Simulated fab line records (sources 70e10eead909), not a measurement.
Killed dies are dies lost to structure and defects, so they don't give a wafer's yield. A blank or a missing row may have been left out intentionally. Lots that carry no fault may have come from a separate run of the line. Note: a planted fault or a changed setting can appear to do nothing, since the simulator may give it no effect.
Comparing a struck lot with a sound one ; flow nand harc ; 14 steps out of a route of 1302
Sound: these wafers, L577.1, L577.3, L577.6. Struck: wafer L584.6; the same lot's L584.3 was not struck, so it is left out; see the end for the cause.
Each step with rows lists, per side, the tool, then ch with its chambers, then its first start. Under that, the readings that differ: sound wafers ; struck wafers ; difference of the means ; sigmas: that difference in standard deviations of wafers without a fault.
alike: words and numbers the same on both sides, and readings whose means are apart by under 2 such deviations; not compared: readings that were withheld, readings missing a value for some wafer, numbers with overlapping values and no deviation given by the record, and bounds like >300 which may hide the same value.
A row with sigmas, a row that says differs or no value, or rows on one side alone: a step with any of these is where the two part. Non-overlapping numbers with no deviation appear without sigmas and do not part them. A reading that every wafer of one side lacks parts them only if that side has two wafers or more.

first, 1 step without rows for these wafers: NHARC_A_ONON_D1_DEP_06 (target thk 1000 nm).
NHARC_A_ONON_D1_THK_MEAS_08: measures by ellipsometry.
  sound on film metro-01, day 7 17:05; struck on film metro-02, day 10 18:32
reading;sound;struck;difference;sigmas
thk nm (nm);998 998 999;1019;+21;+2
then, 1 step without rows for these wafers: NHARC_A_ONON_D1_DEP_09 (target thk 1000 nm).
NHARC_A_ONON_D1_THK_MEAS_11: measures by ellipsometry.
  sound on film metro-02, day 7 17:39; struck on film metro-02, day 10 19:06
  alike: thk nm
then, 1 step without rows for these wafers: NHARC_A_ONON_D1_DEP_12 (target thk 1000 nm).
NHARC_A_ONON_D1_THK_MEAS_14: measures by ellipsometry.
  sound on film metro-01, day 7 18:13; struck on film metro-02, day 10 19:40
  alike: thk nm
then, 2 steps without rows for these wafers: NHARC_A_ONON_D1_ANNEAL_15 (time 3600 s); NHARC_A_ONON_D1_DEP_16 (target thk 1000 nm).
NHARC_A_ONON_D1_THK_MEAS_18: measures by ellipsometry.
  sound on film metro-02, day 8 01:45; struck on film metro-02, day 11 05:19
  alike: thk nm
then, 1 step without rows for these wafers: NHARC_A_ONON_D1_DEP_19 (target thk 1000 nm).
NHARC_A_ONON_D1_THK_MEAS_21: measures by ellipsometry.
  sound on film metro-02, day 8 02:20; struck on film metro-02, day 11 05:53
reading;sound;struck;difference;sigmas
thk nm (nm);1000 999 1000;974;-26;-3
NHARC_A_ONON_D1_DEP_22: target thk 1000 nm.
  sound on pecvd onon-01 ch 0, day 8 02:23; struck on pecvd onon-04 ch 0, day 11 06:04
  alike: susceptor temp C
NHARC_A_ONON_D1_THK_MEAS_24: measures by ellipsometry.
  sound on film metro-02, day 8 02:53; struck on film metro-02, day 11 06:28
reading;sound;struck;difference;sigmas
thk nm (nm);994 996 996;973;-22;-2
then, 1 step without rows for these wafers: NHARC_A_ONON_D1_DEP_25 (target thk 1000 nm).

== WHERE THEY PART ==
Earliest at NHARC_A_ONON_D1_THK_MEAS_08; latest, in this record, at NHARC_A_ONON_D1_THK_MEAS_24.

WHY: the cause the simulator had injected
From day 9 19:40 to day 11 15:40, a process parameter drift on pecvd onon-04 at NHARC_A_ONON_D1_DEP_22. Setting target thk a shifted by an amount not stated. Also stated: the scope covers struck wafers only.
